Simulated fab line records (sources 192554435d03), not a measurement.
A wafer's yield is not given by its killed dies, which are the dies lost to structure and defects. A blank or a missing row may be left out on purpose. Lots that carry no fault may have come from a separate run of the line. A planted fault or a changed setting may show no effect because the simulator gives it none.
Split-lot study | flow n5-finfet | 21 wafers read across 7 lots, on a route 1938 steps long

== ON THE SPLIT ==
At N5_BEOL_M15_ETCH_61 (etches BARC in N2/H2, target depth 89 nm, overetch 26.7 nm, time 67.9 s), the setting bias-w was moved away from the recipe's 150 W on 3 of the 21 wafers read, by +6.7% to +15.7%. All remaining wafers had this setting at the recipe value.

The reading is taken at the split's own step.

== THE READING ==
rf-vpp-V, in V, at N5_BEOL_M15_ETCH_61 (etches BARC in N2/H2, target depth 89 nm, overetch 26.7 nm, time 67.9 s). A value of 524.0 V with a standard deviation of 2.6 V is what fault-free wafers of this fab line usually give.

wafer  | tool, chamber at the split | bias-w as run, W | against the recipe | rf-vpp-V, V | against lot-mates on the recipe
L078.1 | rie-diel-02, 3             | 150              | recipe             | 527.3       | -
L078.4 | rie-diel-02, 0             | 150              | recipe             | 522.6       | -
L078.5 | rie-diel-02, 0             | 150              | recipe             | 522.0       | -
L081.2 | rie-diel-01, 0             | 150              | recipe             | 524.3       | -
L081.3 | rie-diel-01, 2             | 150              | recipe             | 526.0       | -
L081.5 | rie-diel-01, 1             | 150              | recipe             | 522.8       | -
L080.3 | rie-diel-02, 3             | 150              | recipe             | 528.1       | -
L080.4 | rie-diel-02, 2             | 160.1            | +6.7%              | 545.0       | +16.9
L080.6 | rie-diel-02, 2             | 160.1            | +6.7%              | 545.9       | +17.8
L088.1 | rie-diel-02, 0             | 150              | recipe             | 520.3       | -
L088.3 | rie-diel-02, 1             | 150              | recipe             | 524.9       | -
L088.5 | rie-diel-02, 0             | 173.5            | +15.7%             | 571.7       | +49.1
L091.1 | rie-diel-01, 2             | 150              | recipe             | 524.4       | -
L091.2 | rie-diel-01, 0             | 150              | recipe             | 524.0       | -
L091.6 | rie-diel-01, 1             | 150              | recipe             | 522.2       | -
L093.1 | rie-diel-03, 0             | 150              | recipe             | 522.1       | -
L093.2 | rie-diel-03, 2             | 150              | recipe             | 523.4       | -
L093.4 | rie-diel-03, 2             | 150              | recipe             | 522.6       | -
L096.2 | rie-diel-01, 1             | 150              | recipe             | 522.5       | -
L096.5 | rie-diel-01, 0             | 150              | recipe             | 522.1       | -
L096.6 | rie-diel-01, 1             | 150              | recipe             | 522.8       | -

THE FIT
A straight line over all 21 wafers: rf-vpp-V changes by +3.11 V for each +1% of bias-w; r = +0.99; the points scatter about the line by 1.9 V.
The same after taking each lot's own level away (the mean of its wafers on the recipe; 21 wafers): +3 V for each +1%; r = +0.99; scatter 1.7 V.
That fit puts the effect of the largest move of bias-w on the reading at 47 V.
Measured against the standard deviation above, the lots' own levels, which go from 522.47 to 528.10 V, span 2.2 times it.
So the lot-to-lot level changes the slope little: the two slopes agree.
Check: with one of the wafers moved furthest among these (+15.7%) left out of the fit, the line predicts +40.4 V for it against its lot-mates. It came out at +49.1 V against them.
Tool readings at the split's step, against how far the setting was moved: rf-vpp-V r = +0.99.

== OTHER SPLITS ON THESE WAFERS ==
Other splits were also applied to these wafers ahead of the reading. Each is held against what the fit with the lots' levels taken away leaves over:
other split on the same wafers    | wafers away from the commonest value | r with rf-vpp-V (lot level and that fit taken away)
N5_BEOL_M12_SPUTTER_45 time-s     | 6                                    | -0.11
N5_BEOL_M13_CMP_49 down-force-psi | 7                                    | +0.02
N5_BEOL_M14_ILD_DEP_00 time-s     | 5                                    | +0.13

== THE FILE'S OWN FIT ==
rf-vpp-V changes by +3.05 V for each +1% of bias-w, r = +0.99.
